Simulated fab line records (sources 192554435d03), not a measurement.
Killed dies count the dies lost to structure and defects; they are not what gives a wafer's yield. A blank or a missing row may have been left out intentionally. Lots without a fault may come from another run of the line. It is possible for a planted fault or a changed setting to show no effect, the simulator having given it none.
Split-lot experiment | flow n5Finfet | on a route of 1938 steps: 7 lots, 21 wafers read

THE SPLIT ITSELF
At N5_BEOL_M0_SAQP_CUT_ETCH_46 (etches SOC in N2/H2, target depth 135 nm, overetch 27 nm, time 202.5 s), the setting timeS was moved away from the recipe's 202.5 s on 5 of the 21 wafers read, by -19.7% to +20.9%. The other wafers ran this setting at the recipe's value.

Reading taken at the split's own step.

THE READING
SiARC_of_BEOL_M0_SAQP_COAT_72.thkNm (the simulator's own value, which no gauge read), in nm, at N5_BEOL_M0_SAQP_CUT_ETCH_46 (etches SOC in N2/H2, target depth 135 nm, overetch 27 nm, time 202.5 s). The file does not state a usual value for it. The 16 wafers here that ran the recipe average 4.9 nm, standard deviation 0.31 nm.

wafer  | tool, chamber at the split | timeS as run, s | against the recipe | SiARC_of_BEOL_M0_SAQP_COAT_72.thkNm, nm | against lot-mates on the recipe
L075.3 | rieDiel-03, 2              | 202.5           | recipe             | 5.4                                     | -
L075.5 | rieDiel-03, 0              | 202.5           | recipe             | 4.8                                     | -
L075.6 | rieDiel-03, 3              | 202.5           | recipe             | 4.2                                     | -
L080.1 | rieDiel-04, 0              | 187.9           | -7.2%              | 5.8                                     | +0.7
L080.2 | rieDiel-04, 3              | 202.5           | recipe             | 5                                       | -
L080.4 | rieDiel-04, 1              | 202.5           | recipe             | 5.2                                     | -
L081.1 | rieDiel-03, 0              | 244.9           | +20.9%             | 2.8                                     | -2.2
L081.4 | rieDiel-03, 2              | 244.9           | +20.9%             | 3.4                                     | -1.6
L081.6 | rieDiel-03, 0              | 202.5           | recipe             | 5                                       | -
L087.1 | rieDiel-04, 2              | 202.5           | recipe             | 4.6                                     | -
L087.3 | rieDiel-04, 3              | 202.5           | recipe             | 4.8                                     | -
L087.4 | rieDiel-04, 1              | 202.5           | recipe             | 5                                       | -
L089.2 | rieDiel-01, 1              | 228             | +12.6%             | 3.8                                     | -1.1
L089.4 | rieDiel-01, 0              | 202.5           | recipe             | 4.8                                     | -
L089.5 | rieDiel-01, 1              | 202.5           | recipe             | 5                                       | -
L090.1 | rieDiel-01, 2              | 202.5           | recipe             | 5.2                                     | -
L090.2 | rieDiel-01, 1              | 202.5           | recipe             | 4.8                                     | -
L090.5 | rieDiel-01, 0              | 162.7           | -19.7%             | 6.8                                     | +1.8
L094.1 | rieDiel-03, 1              | 202.5           | recipe             | 5                                       | -
L094.5 | rieDiel-03, 0              | 202.5           | recipe             | 4.8                                     | -
L094.6 | rieDiel-03, 3              | 202.5           | recipe             | 4.2                                     | -

THE FIT
A straight line over all 21 wafers: SiARC_of_BEOL_M0_SAQP_COAT_72.thkNm changes by -0.0903 nm for each +1% of timeS; r = -0.93; the points scatter about the line by 0.31 nm.
The same after taking each lot's own level away (the mean of its wafers on the recipe; 21 wafers): -0.0909 nm for each +1%; r = -0.94; scatter 0.28 nm.
That fit puts the effect of the largest move of timeS on the reading at 1.9 nm.
Measured against the standard deviation above, the lots' own levels, which go from 4.67 to 5.10 nm, span 1.4 times it.
The two slopes are in agreement: the lot-to-lot level therefore moves the slope only a little.
Check: with one of the wafers moved furthest among these (+20.9%) left out of the fit, the line predicts -1.76 nm for it against its lot-mates. It came out at -2.2 nm against them.

ADDITIONAL SPLITS CARRIED BY THESE WAFERS
Other splits were also applied to these wafers ahead of the reading. Each is held against what the fit with the lots' levels taken away leaves over:
other split on the same wafers        | wafers away from the commonest value | r with SiARC_of_BEOL_M0_SAQP_COAT_72.thkNm (lot level and that fit taken away)
N5_SDB_COAT_03 spinRpm                | 8                                    | -0.16
N5_HKMG_FIN_ETCH_55 timeS             | 7                                    | -0.29
N5_GATE_CUT_ETCH_56 biasW             | 7                                    | +0.04
N5_MOL_CONTACT_COAG_ALD_131 aldCycles | 10                                   | +0.21
N5_MOL_CONTACT_COAG_VIA_ETCH_46 biasW | 8                                    | -0.07
N5_BEOL_M0_SAQP_SPACER1_ALD_98 tempC  | 8                                    | +0.08
N5_BEOL_M0_SAQP_ETCH_88 sourceW       | 5                                    | -0.02

FILE'S OWN FIT
SiARC_of_BEOL_M0_SAQP_COAT_72.thkNm changes by -0.0909 nm for each +1% of timeS, r = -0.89.
